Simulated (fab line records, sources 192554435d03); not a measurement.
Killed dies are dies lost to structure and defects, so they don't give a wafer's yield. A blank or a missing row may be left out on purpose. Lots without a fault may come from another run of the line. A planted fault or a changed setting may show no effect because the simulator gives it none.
A struck lot beside a sound one | flow n5_finfet | 14 steps out of a route of 1938
Sound: wafers L477.1, L477.4, L477.5. Struck: wafers L476.1, L476.4, L476.6. The cause comes at the end.
At each step with rows: each side's tool, then ch and its chambers, then its first start. Under that, the readings that differ: sound wafers | struck wafers | difference of the means | sigmas: that difference in standard deviations of wafers without a fault.
alike: readings whose means differ by less than 2 such deviations, and words and numbers that are the same on both sides. not compared: withheld readings, readings that some wafer has no value for, bounds like >300 that may hide the same value, and numbers for which the record gives no deviation and whose values overlap.
The two part at a step that has a row with sigmas, a row that says differs or no value, or rows on one side only. Numbers that don't overlap but have no deviation are shown without sigmas and don't part them. A reading that every wafer of one side lacks parts them only if that side has two wafers or more.

first, 2 steps without rows for these wafers: N5_HKMG_FIN_WET_ETCH_81 (etches TiN in SC1, stops on HfO2, time 57 s, target depth 6 nm); N5_HKMG_FIN_WET_ETCH_82 (etches La2O3 in dHCl, stops on HfO2, target depth 2 nm, rinse time 30 s).
N5_HKMG_FIN_ALD_36: deposits TiN, target thk 1 nm, pulse time 1 s, purge time 3 s.
  sound on ald_metal-01 ch 0,2,3, day 8 19:11; struck on ald_metal-01 ch 0,1,2, day 8 14:50
  alike: heater_power_w, precursor_pulse_height_rel
N5_HKMG_FIN_THK_MEAS_70: measures by xrf.
  sound on film_metro-01, day 8 19:28; struck on film_metro-02, day 8 15:07
  alike: HK_THK
N5_HKMG_FIN_PWFM_ALD_03: deposits TiN, target thk 2 nm, pulse time 1 s, purge time 3 s.
  sound on ald_metal-01 ch 0,1,3, day 8 19:31; struck on ald_metal-04 ch 0,2,3, day 8 15:10
  alike: heater_power_w, precursor_pulse_height_rel
then, 7 steps without rows for these wafers: N5_HKMG_FIN_COAT_29 (time 60 s, resist thk 300 nm); N5_HKMG_FIN_COAT_30 (time 60 s, resist thk 35 nm); N5_HKMG_FIN_COAT_06 (resist thk 90 nm); N5_HKMG_FIN_EBR_08; N5_HKMG_FIN_SOFTBAKE_07 (time 60 s); N5_HKMG_FIN_EXPOSE_09 (exposes mask NWFM); N5_HKMG_FIN_PEB_10 (peb time 60 s).
N5_HKMG_FIN_DEVELOP_11: develop time 30 s.
  sound on litho_track-01 ch 0, day 8 20:17; struck on litho_track-02, day 8 15:56
  no value came back on the struck wafers for chill_plate_temp_C (C), develop_time_s (s), exhaust_pa (Pa); on the sound wafers chill_plate_temp_C (C) reads 22.98 22.91 23.07
  reading                                       | sound          | struck         | difference | sigmas
  model.CAR-ArF_of_HKMG_FIN_COAT_06.thk_nm (nm) | 88.4 88.2 88.6 | 89.6 89.4 89.8 | +1.2       |
N5_HKMG_FIN_CD_MEAS_12: target cd 92.8 nm.
  sound on cd_sem-01 ch 0, day 8 20:21; struck on cd_sem-03 ch 0, day 8 16:00
  reading    | sound          | struck | difference                    | sigmas
  cd_nm (nm) | 92.9 91.3 92.5 | - - -  | no value on the struck wafers |

WHERE THEY PART
First at N5_HKMG_FIN_DEVELOP_11; last, within this record, at N5_HKMG_FIN_CD_MEAS_12.

WHY: what the simulator had put in
Skipped step whole: litho_track-02, from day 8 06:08 on, at N5_HKMG_FIN_DEVELOP_11. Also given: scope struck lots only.
